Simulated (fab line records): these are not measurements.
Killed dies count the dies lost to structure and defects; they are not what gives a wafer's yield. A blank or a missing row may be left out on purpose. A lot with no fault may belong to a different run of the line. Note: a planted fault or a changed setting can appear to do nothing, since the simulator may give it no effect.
The tool behind it: which one? -- flow n5Finfet -- Sampling: 24 lots, 72 wafers, 6 of 1938 route steps

== WHAT THE GAUGES READ, wafer by wafer ==
N5_BEOL_M13_OVL_MEAS_29.
lot,measured,on,M13_OVL (nm)
L074,day 10 17:03,overlay-01,-4 -10 -6
L075,day 10 23:36,overlay-02,6 -4 -2
L076,day 11 06:17,overlay-01,1 -2 -4
L077,day 11 07:22,overlay-02,3 -6 7
L078,day 11 10:36,overlay-01,-7 -10 -2
L079,day 11 23:31,overlay-01,-12 -10 -6
L080,day 12 01:31,overlay-02,-5 -3 -6
L081,day 12 02:10,overlay-01,-10 -11 -8
L083,day 12 15:22,overlay-01,-4 -4 -7
L084,day 12 19:58,overlay-01,-11 -5 -7
L082,day 12 23:35,overlay-02,-4 1 -1
L085,day 13 00:43,overlay-02,-12 -13 -8
L088,day 13 22:10,overlay-02,-8 -9 -7
L086,day 14 02:40,overlay-02,-7 -2 -5
L087,day 14 03:39,overlay-02,-6 -2 -2
L089,day 14 13:39,overlay-02,6 2 7
L091,day 15 02:56,overlay-02,-7 -6 2
L090,day 15 08:04,overlay-02,4 -4 0
L093,day 15 22:20,overlay-02,-9 -6 -7
L092,day 15 23:11,overlay-01,-6 -7 -6
L094,day 16 01:44,overlay-01,-4 0 0
L096,day 16 14:14,overlay-02,-6 -9 -13
L097,day 16 17:16,overlay-01,-2 -1 -1
L095,day 16 21:14,overlay-01,-7 -1 -7

N5_BEOL_M14_CD_MEAS_10: target cd 250 nm.
lot,measured,on,cdNm (nm)
L074,day 10 23:27,cdSem-03,248.2 249.9 249.9
L075,day 11 03:35,cdSem-03,249.9 251.4 250.3
L076,day 11 14:41,cdSem-02,247.2 249.7 249.4
L077,day 11 14:49,cdSem-01,252.0 251.0 249.5
L078,day 11 15:06,cdSem-02,250.8 251.0 252.7
L079,day 12 06:01,cdSem-02,249.7 251.5 253.0
L080,day 12 06:22,cdSem-02,248.2 248.3 248.7
L081,day 12 06:33,cdSem-01,251.0 249.5 250.0
L083,day 12 18:33,cdSem-02,249.7 249.6 250.8
L084,day 12 23:58,cdSem-03,249.8 251.2 249.7
L082,day 13 05:02,cdSem-01,250.9 251.0 249.3
L085,day 13 06:47,cdSem-01,247.3 247.3 249.5
L088,day 14 04:01,cdSem-02,252.2 251.7 251.2
L086,day 14 08:05,cdSem-03,251.8 251.3 252.3
L087,day 14 08:46,cdSem-03,251.1 248.9 249.9
L089,day 14 20:53,cdSem-03,250.8 252.7 250.5
L091,day 15 08:50,cdSem-02,252.7 249.5 249.7
L090,day 15 14:33,cdSem-03,249.9 249.8 247.9
L093,day 16 03:34,cdSem-01,248.4 250.2 249.7
L092,day 16 07:37,cdSem-03,252.7 250.7 250.3
L094,day 16 08:47,cdSem-03,249.0 250.8 247.5
L096,day 16 21:02,cdSem-02,248.2 248.8 249.8
L097,day 16 21:46,cdSem-02,250.6 251.2 248.3
L095,day 17 01:08,cdSem-02,250.9 249.8 248.9

== EACH LOT AND THE TOOL THAT RAN IT (in order: tool; ch and the chambers of the sampled wafers; start) ==
lot,N5_BEOL_M12_ANNEAL_48,N5_BEOL_M13_ETCH_59,N5_BEOL_M13_SPUTTER_43,N5_BEOL_M13_SPUTTER_45
L074,"rtpAnneal-01 ch 0, day 10 14:48","rieDiel-01 ch 1,2, day 10 16:04","pvdSputter-02, day 10 21:09","pvdSputter-02, day 10 21:19"
L075,"rtpAnneal-01 ch 0, day 10 21:14","rieDiel-04 ch 1,2,3, day 10 22:30","pvdSputter-02, day 11 01:40","pvdSputter-02, day 11 01:50"
L076,"rtpAnneal-01 ch 0, day 11 03:59","rieDiel-03 ch 0,1, day 11 05:19","pvdSputter-01, day 11 12:16","pvdSputter-01, day 11 12:25"
L077,"rtpAnneal-02 ch 0, day 11 04:33","rieDiel-03 ch 0,1,3, day 11 06:23","pvdSputter-03, day 11 12:34","pvdSputter-03, day 11 12:44"
L078,"rtpAnneal-02 ch 0, day 11 08:11","rieDiel-04 ch 1,2,3, day 11 09:37","pvdSputter-02, day 11 12:51","pvdSputter-02, day 11 13:01"
L079,"rtpAnneal-01 ch 0, day 11 20:09","rieDiel-04 ch 0,1,3, day 11 22:38","pvdSputter-01, day 12 03:46","pvdSputter-01, day 12 03:56"
L080,"rtpAnneal-01 ch 0, day 11 22:35","rieDiel-01 ch 0,3, day 12 00:28","pvdSputter-03, day 12 04:11","pvdSputter-03, day 12 04:21"
L081,"rtpAnneal-01 ch 0, day 11 23:43","rieDiel-03 ch 0,1,3, day 12 01:06","pvdSputter-02, day 12 04:12","pvdSputter-02, day 12 04:22"
L083,"rtpAnneal-02 ch 0, day 12 12:59","rieDiel-04 ch 1,2,3, day 12 14:28","pvdSputter-02, day 12 16:43","pvdSputter-02, day 12 16:52"
L084,"rtpAnneal-02 ch 0, day 12 17:27","rieDiel-04 ch 0,3, day 12 18:59","pvdSputter-02, day 12 21:55","pvdSputter-02, day 12 22:05"
L082,"rtpAnneal-02 ch 0, day 12 20:56","rieDiel-04 ch 0,3, day 12 22:37","pvdSputter-01, day 13 03:19","pvdSputter-01, day 13 03:29"
L085,"rtpAnneal-01 ch 0, day 12 22:04","rieDiel-01 ch 0,2, day 12 23:44","pvdSputter-03, day 13 05:03","pvdSputter-03, day 13 05:13"
L088,"rtpAnneal-02 ch 0, day 13 20:02","rieDiel-04 ch 0,2,3, day 13 21:19","pvdSputter-02, day 13 23:56","pvdSputter-02, day 14 00:05"
L086,"rtpAnneal-02 ch 0, day 14 00:22","rieDiel-04 ch 1,2, day 14 01:49","pvdSputter-01, day 14 03:50","pvdSputter-01, day 14 04:00"
L087,"rtpAnneal-02 ch 0, day 14 01:29","rieDiel-01 ch 0,2, day 14 02:47","pvdSputter-02, day 14 05:23","pvdSputter-02, day 14 05:32"
L089,"rtpAnneal-02 ch 0, day 14 11:12","rieDiel-04 ch 0,1,3, day 14 12:48","pvdSputter-02, day 14 15:37","pvdSputter-02, day 14 15:47"
L091,"rtpAnneal-02 ch 0, day 15 00:38","rieDiel-04 ch 0,1,3, day 15 02:05","pvdSputter-03, day 15 04:26","pvdSputter-03, day 15 04:36"
L090,"rtpAnneal-02 ch 0, day 15 05:31","rieDiel-01 ch 0,1,2, day 15 07:13","pvdSputter-02, day 15 09:28","pvdSputter-02, day 15 09:38"
L093,"rtpAnneal-02 ch 0, day 15 20:07","rieDiel-04 ch 0,2,3, day 15 21:29","pvdSputter-01, day 16 00:05","pvdSputter-01, day 16 00:15"
L092,"rtpAnneal-02 ch 0, day 15 20:50","rieDiel-03 ch 0,1,2, day 15 22:20","pvdSputter-03, day 16 04:39","pvdSputter-03, day 16 04:49"
L094,"rtpAnneal-02 ch 0, day 15 23:10","rieDiel-04 ch 1,2, day 16 00:53","pvdSputter-02, day 16 05:16","pvdSputter-02, day 16 05:26"
L096,"rtpAnneal-02 ch 0, day 16 11:49","rieDiel-03 ch 0,2,3, day 16 13:23","pvdSputter-01, day 16 15:20","pvdSputter-01, day 16 15:30"
L097,"rtpAnneal-02 ch 0, day 16 14:59","rieDiel-01 ch 0,1, day 16 16:17","pvdSputter-03, day 16 18:55","pvdSputter-03, day 16 19:05"
L095,"rtpAnneal-01 ch 0, day 16 19:01","rieDiel-01 ch 0,2,3, day 16 20:22","pvdSputter-03, day 16 23:00","pvdSputter-03, day 16 23:10"
- N5_BEOL_M12_ANNEAL_48: time 90 s.
- N5_BEOL_M13_ETCH_59: etches BARC in N2/H2, target depth 89 nm, overetch 26.7 nm, time 67.9 s.
- N5_BEOL_M13_SPUTTER_43: material TaN, target thk 15 nm, time 24.19 s.
- N5_BEOL_M13_SPUTTER_45: material Cu, target thk 80 nm, time 13.33 s.

== WHAT THE TOOLS THEMSELVES READ (means of the sampled wafers that have a number; where no wafer has one, the mark that the record gives instead) ==
N5_BEOL_M12_ANNEAL_48.
lot,tool,wafer_temp_C_max
L074,rtpAnneal-01,226.03
L075,rtpAnneal-01,225.66
L076,rtpAnneal-01,225.99
L077,rtpAnneal-02,226.50
L078,rtpAnneal-02,226.56
L079,rtpAnneal-01,225.99
L080,rtpAnneal-01,225.93
L081,rtpAnneal-01,225.90
L083,rtpAnneal-02,226.08
L084,rtpAnneal-02,226.05
L082,rtpAnneal-02,226.36
L085,rtpAnneal-01,226.19
L088,rtpAnneal-02,225.95
L086,rtpAnneal-02,226.38
L087,rtpAnneal-02,226.17
L089,rtpAnneal-02,226.55
L091,rtpAnneal-02,226.19
L090,rtpAnneal-02,226.45
L093,rtpAnneal-02,226.33
L092,rtpAnneal-02,226.22
L094,rtpAnneal-02,225.98
L096,rtpAnneal-02,226.32
L097,rtpAnneal-02,226.43
L095,rtpAnneal-01,226.13

N5_BEOL_M13_ETCH_59.
lot,tool,drypumpMotorCurrentA (A),h2FlowSccm (sccm),n2FlowSccm (sccm),oesProductAu (a.u.),rfVppV (V),showerheadPlenumPTorr (Torr),throttleValvePct (%)
L074,rieDiel-01,5.9,199.7,200.2,0.63,526,2.60,17.64
L075,rieDiel-04,5.6,199.9,199.5,0.63,520,2.39,17.89
L076,rieDiel-03,5.9,199.9,199.4,0.70,520,2.43,17.82
L077,rieDiel-03,5.6,199.8,200.2,0.66,520,2.41,17.91
L078,rieDiel-04,5.7,200.5,200.2,0.63,520,2.39,17.90
L079,rieDiel-04,5.4,200.6,199.9,0.69,521,2.45,17.84
L080,rieDiel-01,5.6,199.5,200.0,0.65,523,2.49,17.70
L081,rieDiel-03,5.6,199.9,199.9,0.65,520,2.40,17.91
L083,rieDiel-04,5.7,199.1,200.0,0.62,520,2.39,17.92
L084,rieDiel-04,5.5,200.6,199.7,0.75,522,2.47,17.58
L082,rieDiel-04,5.7,199.7,200.1,0.69,521,2.46,17.67
L085,rieDiel-01,5.7,199.5,200.1,0.65,524,2.55,17.55
L088,rieDiel-04,5.7,199.6,200.1,0.68,520,2.41,17.67
L086,rieDiel-04,5.6,199.9,199.4,0.69,521,2.45,17.77
L087,rieDiel-01,5.7,199.5,199.7,0.65,524,2.56,17.57
L089,rieDiel-04,5.4,200.2,199.6,0.75,524,2.55,17.73
L091,rieDiel-04,5.4,199.8,199.8,0.74,523,2.55,17.72
L090,rieDiel-01,5.8,200.0,200.4,0.62,525,2.57,17.64
L093,rieDiel-04,5.7,200.4,200.0,0.66,521,2.41,17.68
L092,rieDiel-03,5.7,200.5,200.1,0.66,518,2.37,17.87
L094,rieDiel-04,5.6,200.0,199.9,0.67,520,2.44,17.79
L096,rieDiel-03,5.4,199.5,199.9,0.69,521,2.45,17.84
L097,rieDiel-01,5.9,200.1,199.6,0.61,524,2.59,17.71
L095,rieDiel-01,5.7,200.4,200.5,0.63,522,2.47,17.74

N5_BEOL_M13_SPUTTER_43.
lot,tool,throttleValvePct (%)
L074,pvdSputter-02,29.2
L075,pvdSputter-02,29.9
L076,pvdSputter-01,30.5
L077,pvdSputter-03,29.2
L078,pvdSputter-02,30.1
L079,pvdSputter-01,30.6
L080,pvdSputter-03,29.3
L081,pvdSputter-02,29.6
L083,pvdSputter-02,30.1
L084,pvdSputter-02,30.2
L082,pvdSputter-01,30.2
L085,pvdSputter-03,29.5
L088,pvdSputter-02,29.6
L086,pvdSputter-01,30.2
L087,pvdSputter-02,29.7
L089,pvdSputter-02,29.6
L091,pvdSputter-03,29.7
L090,pvdSputter-02,30.4
L093,pvdSputter-01,30.3
L092,pvdSputter-03,29.2
L094,pvdSputter-02,29.6
L096,pvdSputter-01,30.1
L097,pvdSputter-03,29.4
L095,pvdSputter-03,29.7

N5_BEOL_M13_SPUTTER_45.
lot,tool,throttleValvePct (%)
L074,pvdSputter-02,29.4
L075,pvdSputter-02,29.8
L076,pvdSputter-01,30.5
L077,pvdSputter-03,29.1
L078,pvdSputter-02,30.1
L079,pvdSputter-01,30.7
L080,pvdSputter-03,29.3
L081,pvdSputter-02,29.6
L083,pvdSputter-02,30.1
L084,pvdSputter-02,30.0
L082,pvdSputter-01,30.3
L085,pvdSputter-03,29.7
L088,pvdSputter-02,29.5
L086,pvdSputter-01,30.3
L087,pvdSputter-02,29.7
L089,pvdSputter-02,29.6
L091,pvdSputter-03,29.9
L090,pvdSputter-02,30.5
L093,pvdSputter-01,30.4
L092,pvdSputter-03,29.3
L094,pvdSputter-02,29.6
L096,pvdSputter-01,30.0
L097,pvdSputter-03,29.5
L095,pvdSputter-03,29.4

== THE ANSWER, worked out from the rows above alone ==
Rule: the lots themselves supply what counts as usual. Put in order of their means at a reading, lots are off if they are a third of the lots or fewer, leave a main group of 4 or more, and stand apart from it by a gap of 3 or more times the standard deviation of the main group's means; of several such gaps the widest counts. A main group is skipped when, at the precision printed for the reading in the tables above, its means are all equal. A lot without any number at a reading at which 4 lots or more have one is off too. The other lots that the step has rows for count as sound. After the gauges, taken in route order, come the tools' own readings; for these a lot's mean is taken, as printed above. The first step at which some lot is off is used, and at that step the reading that is off furthest; a lot without a number counts as furthest.
Across all readings shown, no lot is off: no conclusion can be drawn from this.

== WHAT WAS PUT IN BY THE SIMULATOR ==
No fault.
